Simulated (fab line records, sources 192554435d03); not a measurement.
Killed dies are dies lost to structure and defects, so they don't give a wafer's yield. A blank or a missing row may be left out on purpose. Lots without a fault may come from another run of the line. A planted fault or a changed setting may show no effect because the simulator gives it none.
Chamber matching | flow n5_finfet | N5_BEOL_M6_CMP_52 on cmp-03: 4 sister chambers
The step polishes, stops on SiCOH lowk, t overpolish 6.9 s, target thk 80 nm. 8 wafers are shown with their chamber, then 8 later ones without.

WAFERS WITH THEIR CHAMBER
wafer  | chamber | motor_current_A (A) | time_to_endpoint_s (s)
L079.3 | 0       | 6.1                 | 58
L079.4 | 3       | 5.7                 | 67
L080.3 | 3       | 5.8                 | 60
L080.5 | 2       | 5.8                 | 54
L082.2 | 2       | 6.2                 | 60
L082.3 | 1       | 6.9                 | 62
L082.6 | 0       | 5.6                 | 53
L084.1 | 1       | 6.9                 | 62

WAFERS WITHOUT THEIR CHAMBER
wafer  | motor_current_A (A) | time_to_endpoint_s (s)
L084.4 | 5.9                 | 53
L084.6 | 6.8                 | 61
L088.1 | 6.0                 | 61
L088.3 | 6.8                 | 61
L088.5 | 6.9                 | 63
L097.1 | 6.6                 | 62
L097.4 | 5.8                 | 56
L097.5 | 6.5                 | 64

WHICH CHAMBER EACH WENT THROUGH
wafer  | from the rows above               | in truth
L084.4 | can't be placed: 0 or 2           | 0
L084.6 | 1                                 | 1
L088.1 | can't be placed: 2 or 3 or 0      | 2
L088.3 | 1                                 | 1
L088.5 | 1                                 | 1
L097.1 | can't be placed: 1 or 2           | 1
L097.4 | can't be placed: 0 or 2 or 3      | 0
L097.5 | can't be placed: 1 or 2 or 3 or 0 | 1
Placed correctly: 3 of 8. Can't be placed from these rows: 5 (the true chamber is among the candidates in 5). Placed wrongly: 0.
How it was worked out, from the rows above alone: a wafer's distance from a chamber is the root of the sum, over the readings, of the square of ((its reading less the chamber's mean) divided by the reading's scatter). The wafer belongs to the nearest chamber; if the next one is less than 2 further off, it can't be placed. A chamber's mean is the mean of its shown wafers. The scatter: the root of (the sum of the squares of (reading less its chamber's mean) over the shown wafers, divided by (wafers less chambers)).
